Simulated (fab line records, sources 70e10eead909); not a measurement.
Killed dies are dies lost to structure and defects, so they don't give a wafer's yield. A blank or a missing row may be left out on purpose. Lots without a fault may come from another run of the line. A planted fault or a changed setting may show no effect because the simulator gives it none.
fab line records | flow nand_harc | part 1 of 2: steps 1 to 26 of 35
record lots=5 wafers=15 last_day=30
route steps=1302 shown P_GATE@199 P_CONTACT@217
lots that met no fault: from a run of the same line without faults
start_h: hours from the record's first day to the start of the lot's first wafer shown | wait_h: hours since the lot's step before | " the same as in the row above | L1.1+2: a row that stands for several wafers | - no value, or no start given | * or withheld: withheld | < > ~ a bound
route shown NAME@n: a module of which the file shows steps, and the number in the route of the first | usual: mean/standard deviation of fault-free wafers | same: alike in all rows | chamber/n: place in a boat | sites: the reading at each site | _std_site: their standard deviation | _edge_site: outer sites' mean less inner sites' | radius_mm: how far each site lies from the wafer's centre | mask NAME#n: copy n | behind: the tool/chamber that last shaped the wafer | hold: why the lot was held/for how many hours/how that ended | device: the transistor (n, p or np) that didn't switch | end of line: the same wafers' tests at the end of the route | a step without rows: its recipe alone | killed: dies lost to structure and defects at the first sort, not the wafer's yield | map: a wafer's dies, x killed, . not, _ none there
set.NAME: the setting as run; set.NAME@STEP: as run at that earlier step | model.NAME: the simulator's own value behind a step, which no gauge read
lots at some steps of the route; a table a step, a row a wafer
services: from which hour (start_h, from the record's first day; less than 0 if before it) a tool's chamber was out of use, for how many hours, and why
## steps
# step NHARC_P_GATE_DEVELOP_90
# recipe time_s=70
# usual resist_line_temp_C=23.00/0.1
# columns lot.wafer tool chamber start_h wait_h resist_line_temp_C
L075.1 litho_track-02 0 - - 22.92
L075.2 " 0 " " 23.14
L075.6 " 0 " " 22.95
L076.1 litho_track-07 0 - - 22.96
L076.2 " 0 " " 23.09
L076.6 " 0 " " 22.97
L081.1 litho_track-02 0 - - 23.09
L081.4 " 0 " " 23.11
L081.5 " 0 " " 23.06
L082.3 litho_track-03 0 - - 22.92
L082.4 " 0 " " 23.20
L082.6 " 0 " " 23.16
L090.2 litho_track-02 0 - - 23.15
L090.3 " 0 " " 23.08
L090.6 " 0 " " 23.04
# step NHARC_P_GATE_CD_MEAS_91
# recipe target_cd_nm=2000 landing_energy_ev=500
# usual cd_nm=2000.7/2.8
# columns lot.wafer tool chamber start_h wait_h cd_nm
L075.1 cd_sem-03 0 120.87 - 1998.9
L075.2 " 0 " " 2001.8
L075.6 " 0 " " 2005.4
L076.1 cd_sem-01 0 136.62 - 1995.6
L076.2 " 0 " " 1996.5
L076.6 " 0 " " 2000.3
L081.1 cd_sem-01 0 183.12 - 2003.8
L081.4 " 0 " " 1996.9
L081.5 " 0 " " 1999.7
L082.3 cd_sem-02 0 196.08 - 2001.9
L082.4 " 0 " " 2000.0
L082.6 " 0 " " 2003.1
L090.2 cd_sem-01 0 273.56 - 2001.8
L090.3 " 0 " " 2001.5
L090.6 " 0 " " 2000.5
# step NHARC_P_GATE_HARDBAKE_92
# recipe temp_c=125 time_s=80
# usual plate_temp_C=124.98/0.13 resist_line_temp_C=23.00/0.12
# columns lot.wafer tool chamber start_h wait_h plate_temp_C resist_line_temp_C
L075.1 litho_track-07 0 120.95 - 125.04 23.17
L075.2 " 0 " " 125.03 22.92
L075.6 " 0 " " 125.08 22.80
L076.1 litho_track-03 0 136.70 - 125.02 23.06
L076.2 " 0 " " 125.28 23.14
L076.6 " 0 " " 125.13 22.95
L081.1 litho_track-07 0 183.20 - 125.01 23.04
L081.4 " 0 " " 124.86 23.08
L081.5 " 0 " " 125.03 23.25
L082.3 litho_track-03 0 196.17 - 125.02 23.07
L082.4 " 0 " " 125.04 23.18
L082.6 " 0 " " 124.90 23.14
L090.2 litho_track-07 0 273.64 - 124.87 22.99
L090.3 " 0 " " 125.01 23.04
L090.6 " 0 " " 124.83 23.01
# step NHARC_P_GATE_DESCUM_93
# recipe time_s=3 o2_flow_sccm=200 ar_flow_sccm=0 bias_power_w=0 chemistry=O2
# usual drypump_motor_current_A=5.6/0.57 oes_product_au=0.998/0.013 rf_vpp_V=57.7/0.93 showerhead_plenum_p_Torr=1.90/0.093 throttle_valve_pct=11.312/0.0091
# columns lot.wafer tool chamber start_h wait_h drypump_motor_current_A oes_product_au rf_hours_counter_h rf_vpp_V showerhead_plenum_p_Torr throttle_valve_pct
L075.2 rie_diel-12 3 121.03 - 5.7 1.024 1 58.3 1.92 11.299
L075.1 " 2 " " 6.2 1.007 1 58.3 2.03 11.294
L075.6 " 3 " " 5.7 1.022 - 58.9 1.92 11.320
L076.2 rie_diel-12 2 136.78 - 6.2 1.002 1 58.1 2.03 11.295
L076.1 " 3 " " 5.7 1.016 1 57.9 1.92 11.319
L076.6 " 2 " " 6.2 1.002 - 58.7 2.03 11.305
L081.1 rie_diel-02 1 183.29 - 4.8 0.989 9 56.8 1.82 11.328
L081.4 " 0 " " 5.9 0.987 9 57.4 2.06 11.312
L081.5 " 2 " " 5.7 1.000 - 58.2 1.88 11.325
L082.4 rie_diel-02 0 196.24 - 5.9 1.005 10 58.9 2.06 11.301
L082.3 " 3 " " 4.8 0.991 10 57.1 1.80 11.326
L082.6 " 1 " " 4.8 0.987 - 58.4 1.82 11.302
L090.3 rie_diel-02 1 273.74 - 4.8 0.989 2 58.8 1.82 11.320
L090.2 " 2 " " 5.7 1.000 3 56.7 1.88 11.309
L090.6 " 3 " " 4.8 1.008 - 56.7 1.80 11.306
# step NHARC_P_GATE_IMPLANT_94
# recipe energy_kev=60 dose_cm2=2e+15 tilt_deg=7
# usual tilt_deg=6.997/0.019
# columns lot.wafer tool chamber start_h wait_h tilt_deg
L075.1 implanter-02 0 121.18 0.1 6.995
L075.2 " 0 " " 7.020
L075.6 " 0 " " 7.046
L076.1 implanter-01 0 136.93 0.1 6.986
L076.2 " 0 " " 7.013
L076.6 " 0 " " 7.011
L081.1 implanter-02 0 183.43 0.1 6.993
L081.4 " 0 " " 6.983
L081.5 " 0 " " 6.954
L082.3 implanter-01 0 196.45 0.2 6.988
L082.4 " 0 " " 6.977
L082.6 " 0 " " 6.983
L090.2 implanter-01 0 273.89 0.1 6.984
L090.3 " 0 " " 6.998
L090.6 " 0 " " 7.027
# step NHARC_P_GATE_STRIP_113
# recipe power_w=1500 temp_c=110 time_s=740 chemistry=N2/H2
# usual drypump_motor_current_A=5.7/0.65 heater_power_w=89/4.7
# columns lot.wafer tool chamber start_h wait_h drypump_motor_current_A heater_power_w rf_hours_counter_h
L075.2 plasma_asher-01 0 121.40 0.2 6.6 98 28
L075.1 " 1 " " 5.1 85 28
L075.6 " 0 " " 6.6 95 -
L076.1 plasma_asher-01 1 137.15 0.2 5.1 86 30
L076.2 " 0 " " 6.6 97 30
L076.6 " 1 " " 5.1 84 -
L081.1 plasma_asher-02 1 183.66 0.2 5.0 89 20
L081.4 " 0 " " 5.9 83 -
L081.5 " 0 " " 5.9 86 -
L082.3 plasma_asher-01 0 196.85 0.4 6.6 93 -
L082.4 " 1 " " 5.1 86 -
L082.6 " 0 " " 6.6 96 -
L090.2 plasma_asher-01 0 274.21 0.3 6.6 96 23
L090.3 " 0 " " 6.6 96 -
L090.6 " 0 " " 6.6 95 -
# step NHARC_P_GATE_STRIP_95
# recipe power_w=1500 temp_c=250 chemistry=O2
# usual drypump_motor_current_A=5.7/0.65 heater_power_w=333/18
# columns lot.wafer tool chamber start_h wait_h drypump_motor_current_A heater_power_w rf_hours_counter_h
L075.2 plasma_asher-01 0 122.11 0.6 6.6 361 28
L075.1 " 1 " " 5.1 319 28
L075.6 " 0 " " 6.6 361 -
L076.1 plasma_asher-01 1 137.87 0.6 5.1 315 31
L076.2 " 0 " " 6.6 362 31
L076.6 " 1 " " 5.1 321 -
L081.1 plasma_asher-02 1 184.36 0.6 5.0 330 21
L081.4 " 0 " " 5.9 333 -
L081.5 " 0 " " 5.9 330 -
L082.3 plasma_asher-01 0 197.35 0.4 6.6 361 -
L082.4 " 1 " " 5.1 320 -
L082.6 " 0 " " 6.6 360 -
L090.2 plasma_asher-01 0 274.81 0.5 6.6 354 24
L090.3 " 0 " " 6.6 357 -
L090.6 " 0 " " 6.6 362 -
# step NHARC_P_GATE_STRIP_96
# recipe time_s=900 temp_c=130 chemistry=SPM
# columns lot.wafer tool chamber start_h wait_h
L075.6+2+1 wet_bench-04 3,4,5 122.35 0.2
L076.1+6+2 wet_bench-09 2,4,6 138.09 0.2
L081.5+4+1 wet_bench-04 0,1,3 184.57 0.2
L082.6+4+3 wet_bench-04 6,7,0 197.54 0.2
L090.3+2+6 wet_bench-09 3,5,6 275.03 0.2
# step NHARC_P_GATE_RTA_64
# recipe temp_c=1050 time_s=1
# usual lamp_power_pct=38/4.9 lamp_zone_4_pct=38/4.9 wafer_temp_C_max=1053.5/0.99
# columns lot.wafer tool chamber start_h wait_h lamp_power_pct lamp_zone_4_pct wafer_temp_C_max
L075.1 rtp_anneal-01 0 122.80 - 42 42 1052.8
L075.2 " 0 " " 42 42 1052.6
L075.6 " 0 " " 42 42 1051.9
L076.1 rtp_anneal-01 0 138.44 - 42 42 1052.6
L076.2 " 0 " " 42 42 1053.6
L076.6 " 0 " " 42 42 1052.5
L081.1 rtp_anneal-02 0 185.00 - 33 33 1053.9
L081.4 " 0 " " 33 33 1052.7
L081.5 " 0 " " 33 33 1054.1
L082.3 rtp_anneal-02 0 197.95 - 33 33 1054.7
L082.4 " 0 " " 33 33 1054.7
L082.6 " 0 " " 33 33 1054.5
L090.2 rtp_anneal-01 0 275.40 - 42 42 1054.3
L090.3 " 0 " " 42 42 1052.3
L090.6 " 0 " " 42 42 1052.8
# step NHARC_P_GATE_ETCH_77
# recipe target_depth_a=60 chemistry=dHF material=SiO2
# columns lot.wafer tool chamber start_h wait_h
L075.1+2+6 wet_bench-03 4,5,6 123.00 0.2
L076.1+6+2 wet_bench-03 0,1,3 138.65 0.2
L081.5+4+1 wet_bench-09 1,2,4 185.20 0.1
L082.6+4+3 wet_bench-03 5,7,1 198.09 0.0
L090.2+6+3 wet_bench-04 0,2,3 275.58 0.1
# step NHARC_P_GATE_DEGAS_109
# recipe temp_c=300 time_s=60
# usual heater_power_w=463/39 susceptor_temp_C=299.99/0.18
# columns lot.wafer tool chamber start_h wait_h heater_power_w susceptor_temp_C
L075.1 pvd_sputter-01 - 123.10 0.1 516 299.92
L075.2 " - " " 444 299.80
L075.6 " - " " 543 299.78
L076.2 pvd_sputter-02 - 138.77 0.1 416 299.82
L076.1 " - " " 460 300.09
L076.6 " - " " 418 299.53
L081.4 pvd_sputter-02 - 185.31 0.1 397 300.09
L081.1 " - " " 464 299.95
L081.5 " - " " 396 300.23
L082.4 pvd_sputter-01 - 198.19 0.1 507 299.76
L082.3 " - " " 446 300.07
L082.6 " - " " 449 299.90
L090.3 pvd_sputter-01 - 275.69 0.1 547 299.76
L090.2 " - " " 505 299.92
L090.6 " - " " 445 299.95
# step NHARC_P_GATE_PRE_CLEAN_110
# recipe time_s=30 bias_v=200 gas=Ar
# columns lot.wafer tool chamber start_h wait_h
L075.1+2+6 pvd_sputter-01 - - -
L076.1+2+6 pvd_sputter-02 - - -
L081.1+4+5 pvd_sputter-02 - - -
L082.3+4+6 pvd_sputter-01 - - -
L090.2+3+6 pvd_sputter-01 - - -
# step NHARC_P_GATE_SPUTTER_78
# recipe target_thk_a=100 material=Ni
# columns lot.wafer tool chamber start_h wait_h
L075.1+2+6 pvd_sputter-01 - - -
L076.1+2+6 pvd_sputter-02 - - -
L081.4+1+5 pvd_sputter-02 - - -
L082.4+3+6 pvd_sputter-01 - - -
L090.3+2+6 pvd_sputter-01 - - -
# step NHARC_P_GATE_SPUTTER_79
# recipe target_thk_a=100 material=TiN
# columns lot.wafer tool chamber start_h wait_h
L075.2+1+6 pvd_sputter-01 - - -
L076.1+2+6 pvd_sputter-02 - - -
L081.4+1+5 pvd_sputter-02 - - -
L082.3+4+6 pvd_sputter-01 - - -
L090.3+2+6 pvd_sputter-01 - - -
# step NHARC_P_GATE_RTA_80
# recipe temp_c=300 time_s=30
# usual lamp_power_pct=2.28/0.29 lamp_zone_4_pct=2.28/0.29 wafer_temp_C_max=301.0/0.33
# columns lot.wafer tool chamber start_h wait_h lamp_power_pct lamp_zone_4_pct wafer_temp_C_max
L075.1 rtp_anneal-01 0 123.40 - 2.52 2.53 300.7
L075.2 " 0 " " 2.53 2.52 301.1
L075.6 " 0 " " 2.52 2.52 301.0
L076.1 rtp_anneal-01 0 139.07 - 2.53 2.53 300.7
L076.2 " 0 " " 2.53 2.53 301.0
L076.6 " 0 " " 2.53 2.53 300.8
L081.1 rtp_anneal-01 0 185.60 - 2.52 2.52 301.1
L081.4 " 0 " " 2.52 2.52 301.2
L081.5 " 0 " " 2.52 2.52 300.9
L082.3 rtp_anneal-02 0 198.60 - 1.95 1.95 301.2
L082.4 " 0 " " 1.94 1.95 301.8
L082.6 " 0 " " 1.95 1.95 301.1
L090.2 rtp_anneal-01 0 276.01 - 2.52 2.52 300.5
L090.3 " 0 " " 2.52 2.53 301.0
L090.6 " 0 " " 2.52 2.52 300.9
# step NHARC_P_GATE_STRIP_67
# recipe time_s=600 temp_c=130 chemistry=SPM
# columns lot.wafer tool chamber start_h wait_h
L075.2+1+6 wet_bench-03 6,0,2 123.61 0.2
L076.2+1+6 wet_bench-09 2,3,4 139.29 0.2
L081.4+5+1 wet_bench-09 7,2,4 185.80 0.1
L082.4+3+6 wet_bench-03 5,6,1 198.75 0.1
L090.6+2+3 wet_bench-04 6,2,3 276.18 0.0
# step NHARC_P_GATE_RTA_82
# recipe temp_c=450 time_s=30
# usual lamp_power_pct=4.3/0.56 lamp_zone_4_pct=4.3/0.56 wafer_temp_C_max=451.5/0.49
# columns lot.wafer tool chamber start_h wait_h lamp_power_pct lamp_zone_4_pct wafer_temp_C_max
L075.1 rtp_anneal-02 0 123.86 - 3.8 3.8 452.1
L075.2 " 0 " " 3.8 3.8 452.1
L075.6 " 0 " " 3.8 3.8 451.5
L076.1 rtp_anneal-02 0 139.53 - 3.8 3.8 452.1
L076.2 " 0 " " 3.8 3.8 451.8
L076.6 " 0 " " 3.8 3.8 452.1
L081.1 rtp_anneal-01 0 186.06 - 5.0 5.0 450.2
L081.4 " 0 " " 5.0 5.0 450.7
L081.5 " 0 " " 5.0 5.0 451.6
L082.3 rtp_anneal-01 0 199.07 - 5.0 5.0 451.1
L082.4 " 0 " " 5.0 5.0 451.3
L082.6 " 0 " " 5.0 5.0 450.7
L090.2 rtp_anneal-02 0 276.47 - 3.8 3.8 452.2
L090.3 " 0 " " 3.8 3.8 452.6
L090.6 " 0 " " 3.8 3.8 453.4
# step NHARC_P_GATE_INSPECT_68
# usual raw_defect_count=220/100
# columns lot.wafer tool chamber start_h wait_h raw_defect_count
L075.1 defect_inspect-01 - 124.06 0.2 132
L075.2 " - " " 248
L075.6 " - " " 137
L076.1 defect_inspect-01 - 139.72 0.2 189
L076.2 " - " " 182
L076.6 " - " " 152
L081.1 defect_inspect-02 - 186.26 0.2 189
L081.4 " - " " 152
L081.5 " - " " 154
L082.3 defect_inspect-02 - 199.21 0.1 123
L082.4 " - " " 192
L082.6 " - " " 167
L090.2 defect_inspect-02 - 276.64 0.1 224
L090.3 " - " " 278
L090.6 " - " " 274
# step NHARC_P_CONTACT_DEP_30
# recipe target_thk_a=300 temp_c=400 target_thk_nm=30 flow_sccm=200 rf_w=450 material=SiNx
# usual heater_power_outer_w=436/64 heater_power_w=723/78 susceptor_temp_C=400.01/0.22
# columns lot.wafer tool chamber start_h wait_h heater_power_outer_w heater_power_w susceptor_temp_C
L075.2 pecvd-04 2 124.13 0.1 487 688 399.68
L075.1 " 0 " " 525 844 399.66
L075.6 " 0 " " 540 835 400.00
L076.2 pecvd-02 1 139.83 0.1 410 688 400.10
L076.1 " 2 " " 446 713 400.28
L076.6 " 0 " " 395 672 400.02
L081.1 pecvd-04 0 186.41 0.2 460 754 400.11
L081.4 " 1 " " 426 733 400.29
L081.5 " 0 " " 472 738 399.93
L082.3 pecvd-03 1 199.35 0.1 347 632 399.85
L082.6 " 0 " " 403 707 399.89
L082.4 " 1 " " 336 639 400.14
L090.3 pecvd-02 1 276.71 0.1 467 754 399.73
L090.2 " 2 " " 447 716 399.93
L090.6 " 0 " " 392 669 400.23
# step NHARC_P_CONTACT_DEP_00
# recipe target_thk_a=5000 temp_c=400 pressure_torr=6.5 rf_w=900 teos_flow_sccm=161.4 flow_sccm=2650 target_thk_nm=500 gas=O2 material=SiO2
# usual flow_sccm=2651/8.1 heater_power_outer_w=329/63 heater_power_w=577/77 showerhead_vpp_V=1808/74 susceptor_temp_C=399.99/0.21 throttle_valve_pct=15.9/0.64
# columns lot.wafer tool chamber start_h wait_h flow_sccm heater_power_outer_w heater_power_w showerhead_vpp_V susceptor_temp_C throttle_valve_pct
L075.2 pecvd-04 2 - - 2657 384 572 1879 399.99 15.9
L075.1 " 0 " " 2644 420 679 1771 400.31 15.5
L075.6 " 0 " " 2651 430 721 1795 400.13 15.3
L076.2 pecvd-02 1 - - 2659 361 639 1715 399.94 16.2
L076.1 " 2 " " 2651 294 502 1880 399.80 16.7
L076.6 " 0 " " 2661 311 549 1771 400.29 16.3
L081.1 pecvd-04 0 - - 2644 426 713 1827 399.69 15.3
L081.4 " 1 " " 2637 344 627 1826 399.85 15.6
L081.5 " 0 " " 2631 314 557 1793 399.94 15.7
L082.3 pecvd-03 1 - - 2646 235 470 1834 399.84 14.4
L082.6 " 0 " " 2651 336 584 1668 399.79 15.9
L082.4 " 1 " " 2662 235 476 1804 399.68 14.2
L090.3 pecvd-02 1 - - 2643 394 651 1734 400.11 16.1
L090.2 " 2 " " 2645 366 597 1920 400.41 17.2
L090.6 " 0 " " 2644 325 574 1754 399.83 16.3
# step NHARC_P_CONTACT_CMP_01
# recipe target_thk_nm=200 material=SiO2
# usual motor_current_A=12.4/1.1
# columns lot.wafer tool chamber start_h wait_h motor_current_A
L075.2 cmp-01 1 124.86 - 14.9
L075.1 " 2 " " 10.8
L075.6 " 0 " " 12.1
L076.2 cmp-03 3 140.51 - 11.0
L076.1 " 0 " " 13.6
L076.6 " 0 " " 13.1
L081.4 cmp-03 0 187.07 - 12.7
L081.1 " 2 " " 13.3
L081.5 " 3 " " 11.6
L082.4 cmp-03 3 199.99 - 11.7
L082.3 " 2 " " 13.4
L082.6 " 0 " " 12.8
L090.3 cmp-01 2 277.42 - 10.8
L090.2 " 1 " " 14.0
L090.6 " 2 " " 10.4
# step NHARC_P_CONTACT_SRD_03
# columns lot.wafer tool chamber start_h wait_h
L075.1+6+2 wet_bench-05 1,5,6 125.13 0.0
L076.6+2+1 wet_bench-02 1,2,3 140.81 0.0
L081.5+1+4 wet_bench-07 0,4,5 187.34 0.0
L082.6+3+4 wet_bench-05 6,0,1 200.30 0.0
L090.3+2+6 wet_bench-07 7,0,2 277.72 0.0
# step NHARC_P_CONTACT_DEHYDRATE_04
# recipe temp_c=150 time_s=120
# usual plate_temp_C=150.01/0.14 resist_line_temp_C=23.01/0.11
# columns lot.wafer tool chamber start_h wait_h plate_temp_C resist_line_temp_C
L075.1 litho_track-06 0 125.21 0.1 149.80 23.12
L075.2 " 0 " " 150.13 23.24
L075.6 " 0 " " 150.07 23.32
L076.1 litho_track-01 0 140.89 0.1 150.04 22.98
L076.2 " 0 " " 150.00 22.95
L076.6 " 0 " " 150.04 23.05
L081.1 litho_track-06 0 187.42 0.1 150.24 23.07
L081.4 " 0 " " 150.15 23.12
L081.5 " 0 " " 150.07 22.96
L082.3 litho_track-01 0 200.37 0.1 149.85 22.94
L082.4 " 0 " " 149.97 22.97
L082.6 " 0 " " 150.02 22.83
L090.2 litho_track-06 0 277.80 0.1 150.06 22.98
L090.3 " 0 " " 150.16 22.88
L090.6 " 0 " " 149.95 23.02
# step NHARC_P_CONTACT_HMDS_05
# recipe time_s=30
# usual resist_line_temp_C=22.99/0.12
# columns lot.wafer tool chamber start_h wait_h resist_line_temp_C
L075.1 litho_track-06 0 - - 23.13
L075.2 " 0 " " 23.02
L075.6 " 0 " " 22.94
L076.1 litho_track-01 0 - - 23.00
L076.2 " 0 " " 23.02
L076.6 " 0 " " 22.91
L081.1 litho_track-06 0 - - 22.90
L081.4 " 0 " " 23.05
L081.5 " 0 " " 23.05
L082.3 litho_track-01 0 - - 22.99
L082.4 " 0 " " 22.96
L082.6 " 0 " " 23.03
L090.2 litho_track-06 0 - - 22.97
L090.3 " 0 " " 22.92
L090.6 " 0 " " 22.95
# step NHARC_P_CONTACT_COAT_33
# recipe temp_c=260 time_s=75
# usual plate_temp_C=259.98/0.17 resist_line_temp_C=22.98/0.11
# columns lot.wafer tool chamber start_h wait_h plate_temp_C resist_line_temp_C
L075.1 litho_track-06 0 - - 260.14 23.03
L075.2 " 0 " " 259.76 22.95
L075.6 " 0 " " 259.92 22.91
L076.1 litho_track-01 0 - - 260.03 22.92
L076.2 " 0 " " 259.99 22.98
L076.6 " 0 " " 259.83 23.04
L081.1 litho_track-06 0 - - 260.16 22.94
L081.4 " 0 " " 260.04 22.96
L081.5 " 0 " " 260.08 22.94
L082.3 litho_track-01 0 - - 260.35 23.11
L082.4 " 0 " " 260.00 23.17
L082.6 " 0 " " 259.95 23.06
L090.2 litho_track-06 0 - - 260.24 23.07
L090.3 " 0 " " 260.02 23.01
L090.6 " 0 " " 260.14 22.98
# step NHARC_P_CONTACT_COAT_34
# recipe temp_c=225 time_s=65
# usual plate_temp_C=224.97/0.16 resist_line_temp_C=23.00/0.1
# columns lot.wafer tool chamber start_h wait_h plate_temp_C resist_line_temp_C
L075.1 litho_track-06 0 - - 224.76 22.89
L075.2 " 0 " " 224.83 22.86
L075.6 " 0 " " 225.29 22.88
L076.1 litho_track-01 0 - - 224.98 23.08
L076.2 " 0 " " 224.95 23.07
L076.6 " 0 " " 224.82 23.08
L081.1 litho_track-06 0 - - 225.11 23.19
L081.4 " 0 " " 224.78 23.22
L081.5 " 0 " " 224.90 22.86
L082.3 litho_track-01 0 - - 224.93 22.99
L082.4 " 0 " " 225.01 23.04
L082.6 " 0 " " 225.08 23.05
L090.2 litho_track-06 0 - - 224.96 22.99
L090.3 " 0 " " 225.01 22.96
L090.6 " 0 " " 224.85 23.11
